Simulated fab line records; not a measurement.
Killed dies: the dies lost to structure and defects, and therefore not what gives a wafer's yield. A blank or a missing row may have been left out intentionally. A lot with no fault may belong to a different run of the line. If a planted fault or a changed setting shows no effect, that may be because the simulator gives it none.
A struck lot beside a sound one -- flow n5 finfet -- 16 out of 1938 route steps
Sound: the wafers L968.1, L968.2, L968.5. Wafers L986.2, L986.4, L986.5 were the ones struck. The cause is named last.
Per side, at each step with rows, come the tool, then ch with its chambers, and then its first start. Under that, the readings that differ: sound wafers -- struck wafers -- difference of the means -- sigmas: that difference in standard deviations of wafers without a fault.
alike: readings whose means differ by less than 2 such deviations, and words and numbers that are the same on both sides. not compared: withheld readings, readings that some wafer has no value for, bounds like >300 that may hide the same value, and numbers for which the record gives no deviation and whose values overlap.
Wherever a step has rows on one side only, a row that says differs or no value, or a row with sigmas, the two part there. When numbers do not overlap yet have no deviation, they are printed without sigmas and do not part them. A reading missing from all wafers of one side parts the sides only when that side holds two or more wafers.

N5_WELL_APT_DESCUM_30: chemistry O2, time 7.9 s.
  sound on rie diel-03 ch 0,1, day 2 09:01; struck on rie diel-04 ch 1,2,3, day 6 21:14
  alike: drypump motor current A, oes product au, rf vpp V, showerhead plenum p Torr, throttle valve pct
  not compared: rf hours counter h
then, 3 steps without rows for these wafers: N5_WELL_APT_IMPLANT_31; N5_WELL_APT_IMPLANT_32; N5_WELL_APT_STRIP_33 (strips in SPM, time 900 s).
N5_WELL_APT_RTA_34: time 10 s.
  sound on rtp anneal-02 ch 0, day 2 09:47; struck on rtp anneal-02 ch 0, day 6 22:01
  alike: lamp power pct, lamp_zone_7_pct, wafer_temp_C_max
then, 4 steps without rows for these wafers: N5_WELL_APT_OXIDE_STRIP_42 (strips SiO2 in dHF, time 45 s, target depth 12 nm); N5_WELL_APT_PRECLEAN_36 (cleans in O3/DIW, time 45 s); N5_WELL_APT_PRECLEAN_39 (cleans in dHF, time 60 s); N5_WELL_APT_SRD_37 (time 30 s).
N5_WELL_APT_EPI_41: deposits Si from SiH4/H2, target thk 50 nm, time 297.7 s.
  sound on epi rpcvd-01 ch 0, day 2 10:08; struck on epi rpcvd-04 ch 0, day 6 22:19
  alike: throttle valve pct
N5_WELL_APT_INSPECT_38: inspects for defects (darkfield).
  struck on defect inspect-01, day 6 22:52; sound on defect inspect-02, day 2 10:58
  alike: raw defect count
N5_PMOS_HMC_CHANNEL_EPI_HM_DEP_34: deposits SiO2 from TEOS/O2, target thk 36 nm, time 6.9 s.
  sound on pecvd-01 ch 0,1,2, day 2 11:01; struck on pecvd-01 ch 0,2, day 6 22:54
  alike: heater power w, showerhead plenum p Torr, throttle valve pct
N5_PMOS_HMC_CHANNEL_EPI_COAT_31: time 60 s, resist thk 66 nm.
  sound on litho track-02 ch 0, day 2 11:04; struck on litho track-04 ch 0, day 6 22:57
reading,sound,struck,difference,sigmas
heater power total W (W),390.7 392.8 390.8,405.1 401.8 401.7,+11.4,+9
plate temp C (C),205.01 205.12 205.05,210.26 210.15 210.18,+5.14,+30
  alike: dispense pressure kPa
then, 1 step without rows for these wafers: N5_PMOS_HMC_CHANNEL_EPI_COAT_03 (resist thk 205 nm).
-- record jumps: 9 days separate the struck wafers' starts on either side; left off in module PMOS_HMC_CHANNEL_EPI, taken up again in module BEOL_M4, whose first shown step is the route's number 1111 --
N5_BEOL_M4_RC_MEAS_101:
  sound on prober-01 ch 0, day 9 07:15; struck on prober-02 ch 0, day 15 20:36
  alike: DIBL_N, DIBL_P, IOFF_N, IOFF_P, ION_N, ION_P, SS_N, SS_P, VT_N, VT_P
then, 1 step without rows for these wafers: N5_PASSIVATION_PROBE_49.

WHERE THEY PART
Within this record, at N5_PMOS_HMC_CHANNEL_EPI_COAT_31 only. Later steps at which nothing parts them and some readings are alike: N5_BEOL_M4_RC_MEAS_101.

WHY: what had been put in by the simulator
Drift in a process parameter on litho track-04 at N5_PMOS_HMC_CHANNEL_EPI_COAT_31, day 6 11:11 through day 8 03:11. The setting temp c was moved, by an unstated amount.
